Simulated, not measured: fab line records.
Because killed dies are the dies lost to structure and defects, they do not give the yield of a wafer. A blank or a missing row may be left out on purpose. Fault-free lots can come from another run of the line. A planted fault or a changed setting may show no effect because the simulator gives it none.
Lot-split experiment | flow n5-finfet | 21 wafers read across 7 lots, on a route 1938 steps long

THE SPLIT ITSELF
At N5_MOL_CONTACT_COAG_EXPOSE_37 (exposes mask VD, defocus 0 nm), the setting dose-mj was moved away from the recipe's 62 on 4 of the 21 wafers read, by +4.4% to +6.2%. All remaining wafers had this setting at the recipe value.

FROM THE SPLIT TO THE READING: what the file shows between them, 8 steps
- N5_MOL_CONTACT_COAG_PEB_38: peb time 60 s
- N5_MOL_CONTACT_COAG_DEVELOP_39: develop time 30 s
- N5_MOL_CONTACT_COAG_CD_MEAS_40: target cd 25.1 nm
- N5_MOL_CONTACT_COAG_ALD_133: deposits SiO2, target thk 5 nm, pulse time 1 s, co reactant pulse time 1 s (also split here: temp-c)
- N5_MOL_CONTACT_COAG_ETCHBACK_134: etches SiO2 in CHF3, target depth 10 nm, time 6.7 s
- N5_MOL_CONTACT_COAG_ETCH_67: etches SOC in N2/H2, target depth 60 nm, overetch 21 nm, time 101.2 s
- N5_MOL_CONTACT_COAG_PRECLEAN_138: cleans in alkaline clean, time 60 s
- N5_MOL_CONTACT_COAG_SRD_139: time 30 s

THE READING
cd-nm (nm) at N5_MOL_CONTACT_COAG_CD_MEAS_101, where the cd target is 16 nm. A value of 16.1 nm with a standard deviation of 0.37 nm is what fault-free wafers of this fab line usually give.

wafer  | tool, chamber at the split | dose-mj as run | against the recipe | cd-nm, nm | against lot-mates on the recipe
L075.2 | euv-scanner-02, 0          | 65.85          | +6.2%              | 18.2      | +1.6
L075.3 | euv-scanner-02, 0          | 62             | recipe             | 16.5      | -
L075.6 | euv-scanner-02, 0          | 62             | recipe             | 16.8      | -
L079.3 | euv-scanner-01, 0          | 62             | recipe             | 15.7      | -
L079.4 | euv-scanner-01, 0          | 62             | recipe             | 16.0      | -
L079.6 | euv-scanner-01, 0          | 62             | recipe             | 16.0      | -
L081.1 | euv-scanner-02, 0          | 62             | recipe             | 15.7      | -
L081.2 | euv-scanner-02, 0          | 62             | recipe             | 16.0      | -
L081.4 | euv-scanner-02, 0          | 62             | recipe             | 15.7      | -
L088.1 | euv-scanner-02, 0          | 62             | recipe             | 16.0      | -
L088.2 | euv-scanner-02, 0          | 62             | recipe             | 16.3      | -
L088.4 | euv-scanner-02, 0          | 62             | recipe             | 16.4      | -
L091.2 | euv-scanner-01, 0          | 65.47          | +5.6%              | 17.2      | +1.3
L091.4 | euv-scanner-01, 0          | 62             | recipe             | 15.9      | -
L091.6 | euv-scanner-01, 0          | 62             | recipe             | 15.8      | -
L095.1 | euv-scanner-02, 0          | 62             | recipe             | 15.7      | -
L095.3 | euv-scanner-02, 0          | 62             | recipe             | 16.1      | -
L095.4 | euv-scanner-02, 0          | 62             | recipe             | 16.2      | -
L096.4 | euv-scanner-01, 0          | 64.72          | +4.4%              | 16.8      | +0.2
L096.5 | euv-scanner-01, 0          | 64.72          | +4.4%              | 16.6      | +0.0
L096.6 | euv-scanner-01, 0          | 62             | recipe             | 16.6      | -

FIT RESULTS
A straight line over all 21 wafers: cd-nm changes by +0.232 nm for each +1% of dose-mj; r = +0.80; the points scatter about the line by 0.37 nm.
The same after taking each lot's own level away (the mean of its wafers on the recipe; 21 wafers): +0.17 nm for each +1%; r = +0.78; scatter 0.29 nm.
The reading moves by 1.1 nm for the largest change in dose-mj, on that fit.
The span of the lots' own levels, 15.80 to 16.65 nm, comes to 2.3 times the standard deviation stated above.
In other words, the slope is changed by the lot-to-lot level; the two fits disagree.
Check: +0.753 nm against its lot-mates is what the line predicts for one of the wafers moved furthest among these (+6.2%) when that wafer is left out of the fit. Against them it came out at +1.55 nm.

OTHER SPLITS APPLIED TO THESE WAFERS
Note: prior to the reading, these wafers also went through further splits. Each is held against what the fit with the lots' levels taken away leaves over:
other split on the same wafers      | wafers away from the commonest value | r with cd-nm (lot level and that fit taken away)
N5_SD_EPI_P_EPI_21 temp-c           | 8                                    | -0.18
N5_SDB_CUT_ETCH_26 bias-w           | as run: not given for these wafers   | -
N5_SDB_CMP_30 down-force-psi        | 5                                    | +0.08
N5_MOL_CONTACT_COAG_PECVD_31 temp-c | 4                                    | -0.25
N5_MOL_CONTACT_COAG_ALD_133 temp-c  | 8                                    | +0.05

THE WHOLE CHAIN: every reading that the file lists as answering this split, in the file's order
step                            | what it does      | reading | change (the file's fit)               | r (the file's)
N5_MOL_CONTACT_COAG_CD_MEAS_40  | target cd 25.1 nm | cd-nm   | +0.212 nm for each +1% of the setting | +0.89
N5_MOL_CONTACT_COAG_CD_MEAS_101 | target cd 16 nm   | cd-nm   | +0.203 nm for each +1% of the setting | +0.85

FILE'S OWN FIT
cd-nm changes by +0.203 nm for each +1% of dose-mj, r = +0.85.
